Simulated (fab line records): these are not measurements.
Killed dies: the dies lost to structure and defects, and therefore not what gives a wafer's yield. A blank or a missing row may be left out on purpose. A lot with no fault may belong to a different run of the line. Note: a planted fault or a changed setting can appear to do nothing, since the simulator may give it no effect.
Which tool was responsible?    flow nand harc    13 lots with 38 wafers sampled at 5 steps, on a route of 1302 steps

## WHAT THE GAUGES SHOWED, per wafer
NHARC_THIN_TSV_CD_MEAS_33: target cd 5000 nm.
lot   measured      on         cd nm (nm)
L808  day 24 13:17  cd sem-01  5002 5004 5001
L809  day 24 11:59  cd sem-02  5004 5005 5002
L813  day 26 06:16  cd sem-02  5000 4997 4997
L814  day 26 21:59  cd sem-03  4992 4998 4995
L817  day 27 12:34  cd sem-02  4996 4997 4997
L818  day 27 17:37  cd sem-02  4997 4998 4998
L820  day 28 14:11  cd sem-03  5001 5003 5003
L819  day 28 15:40  cd sem-03  4999 5003 5004
L823  day 29 17:04  cd sem-01  5004 5002
L822  day 30 01:16  cd sem-03  4996 4994
L825  day 30 22:12  cd sem-03  4997
L829  day 32 20:08  cd sem-03  4999 5002 5002
L830  day 33 04:07  cd sem-02  4997 4998 4998

NHARC_END_SORT_01.
lot   measured      on         killed at array  killed at other  killed at periphery  killed dies  killed open  killed short
L819  day 28 23:13  prober-01  51               0                3                    54           7            1
L823  day 30 04:11  prober-02  68 639 91        1 1 0            8 3 8                77 643 99    2 5 3        4 1 1
L822  day 30 12:35  prober-01  33 637 44        0 0 0            7 6 5                40 643 49    5 4 8        3 6 2
L825  day 31 09:56  prober-01  671 71           0 0              6 12                 677 83       4 7          5 1

## WHICH TOOL RAN EACH LOT (tool, then ch and the chambers of the sampled wafers, then the start)
lot   NHARC_A_WL_FILL_CVD_03         NHARC_THIN_TSV_DESCUM_14            NHARC_THIN_TSV_DEP_47
L808  cvd w-01 ch 1, day 20 22:46    rie diel-06 ch 1,2,3, day 24 07:32  pecvd-02 ch 0,1, day 24 09:14
L809  cvd w-02 ch 0,1, day 20 22:56  rie diel-11 ch 1,2, day 24 06:13    pecvd-01 ch 0,1,2, day 24 07:55
L813  cvd w-02 ch 0,1, day 22 15:49  rie diel-11 ch 2,3, day 26 00:38    pecvd-04 ch 0,1, day 26 02:21
L814  cvd w-02 ch 0,1, day 23 05:42  rie diel-02 ch 0,2,3, day 26 16:16  pecvd-04 ch 1,2, day 26 17:59
L817  cvd w-02 ch 0,1, day 23 21:27  rie diel-06 ch 0,2,3, day 27 06:46  pecvd-01 ch 0,1, day 27 08:40
L818  cvd w-02 ch 0,1, day 24 06:57  rie diel-11 ch 1,2,3, day 27 11:59  pecvd-02 ch 1,2, day 27 13:43
L820  cvd w-02 ch 0,1, day 24 21:53  rie diel-11 ch 0,1,3, day 28 08:35  pecvd-01 ch 0,1,2, day 28 10:19
L819  cvd w-01 ch 0,1, day 25 01:36  rie diel-02 ch 0,2,3, day 28 09:56  pecvd-02 ch 1,2, day 28 11:47
L823  cvd w-01 ch 0,1, day 26 06:41  rie diel-11 ch 1,3, day 29 11:13    pecvd-04 ch 1,2, day 29 12:53
L822  cvd w-01 ch 0,1, day 26 10:11  rie diel-06 ch 2, day 29 19:32      pecvd-04 ch 0,1, day 29 21:24
L825  cvd w-01 ch 0,1, day 27 06:28  rie diel-11 ch 3, day 30 16:29      pecvd-02 ch 1, day 30 18:18
L829  cvd w-02 ch 0,1, day 29 05:35  rie diel-11 ch 0,1,2, day 32 14:30  pecvd-02 ch 1,2, day 32 16:10
L830  cvd w-01 ch 0,1, day 29 15:35  rie diel-11 ch 0,2,3, day 32 22:10  pecvd-02 ch 0,1,2, day 33 00:04
- NHARC_A_WL_FILL_CVD_03: deposits W, target thk 40 nm, time 279 s.
- NHARC_THIN_TSV_DESCUM_14: chemistry O2, time 3 s.
- NHARC_THIN_TSV_DEP_47: deposits SiO2, target thk 200 nm.

## WHAT THE TOOLS THEMSELVES READ (means of the sampled wafers that have a number; where no wafer has one, the mark that the record gives instead)
NHARC_A_WL_FILL_CVD_03.
lot   tool      heater power w (W)  throttle valve pct (%)
L808  cvd w-01  551                 8.2
L809  cvd w-02  481                 7.8
L813  cvd w-02  481                 7.6
L814  cvd w-02  485                 7.7
L817  cvd w-02  494                 7.6
L818  cvd w-02  487                 7.7
L820  cvd w-02  488                 7.7
L819  cvd w-01  522                 8.2
L823  cvd w-01  524                 8.2
L822  cvd w-01  523                 8.2
L825  cvd w-01  528                 8.1
L829  cvd w-02  486                 7.7
L830  cvd w-01  528                 8.2

NHARC_THIN_TSV_DESCUM_14.
lot   tool         drypump motor current A (A)  o2 flow sccm (sccm)  oes product au (a.u.)  rf vpp V (V)  showerhead plenum p Torr (Torr)  throttle valve pct (%)
L808  rie diel-06  5.7                          199.9                1.002                  57.2          1.86                             11.310
L809  rie diel-11  6.0                          200.0                0.990                  57.7          1.90                             11.315
L813  rie diel-11  6.3                          200.3                1.021                  58.0          2.02                             11.315
L814  rie diel-02  5.7                          199.6                0.991                  58.1          1.86                             11.325
L817  rie diel-06  5.5                          199.9                0.994                  58.3          1.89                             11.303
L818  rie diel-11  6.0                          200.3                1.004                  57.8          1.94                             11.316
L820  rie diel-11  5.6                          200.5                0.994                  58.0          1.96                             11.307
L819  rie diel-02  5.7                          200.0                0.994                  56.9          1.86                             11.324
L823  rie diel-11  5.8                          199.6                1.002                  58.6          1.95                             11.311
L822  rie diel-06  6.0                          199.7                0.984                  57.8          1.85                             11.318
L825  rie diel-11  6.2                          200.1                1.033                  57.2          2.06                             11.294
L829  rie diel-11  5.6                          200.4                0.992                  57.8          1.91                             11.316
L830  rie diel-11  5.9                          199.5                1.001                  58.1          1.99                             11.318

NHARC_THIN_TSV_DEP_47.
lot   tool      throttle valve pct (%)
L808  pecvd-02  16.1
L809  pecvd-01  15.5
L813  pecvd-04  16.3
L814  pecvd-04  16.3
L817  pecvd-01  15.8
L818  pecvd-02  15.6
L820  pecvd-01  15.8
L819  pecvd-02  15.6
L823  pecvd-04  15.9
L822  pecvd-04  16.1
L825  pecvd-02  16.0
L829  pecvd-02  15.8
L830  pecvd-02  16.1

## THE ANSWER, worked out from the rows above alone
Rule: what is usual is taken from the lots themselves. The widest of any qualifying gaps counts: lots, ordered by their means at a reading, are off when they make up no more than a third of the lots, leave a main group of 4 or more, and stand apart from it by 3 or more times the standard deviation of that group's means. A main group is skipped when, at the precision printed for the reading in the tables above, its means are all equal. A lot without any number at a reading at which 4 lots or more have one is off too. The other lots that the step has rows for count as sound. The gauges are gone through in route order, then the tools' own readings, and for those a lot's mean is taken as printed above. The first step at which some lot is off is used, and at that step the reading that is off furthest; a lot without a number counts as furthest.
Across all readings shown, no lot is off: no conclusion can be drawn from this.

## WHAT THE SIMULATOR HAD INSERTED
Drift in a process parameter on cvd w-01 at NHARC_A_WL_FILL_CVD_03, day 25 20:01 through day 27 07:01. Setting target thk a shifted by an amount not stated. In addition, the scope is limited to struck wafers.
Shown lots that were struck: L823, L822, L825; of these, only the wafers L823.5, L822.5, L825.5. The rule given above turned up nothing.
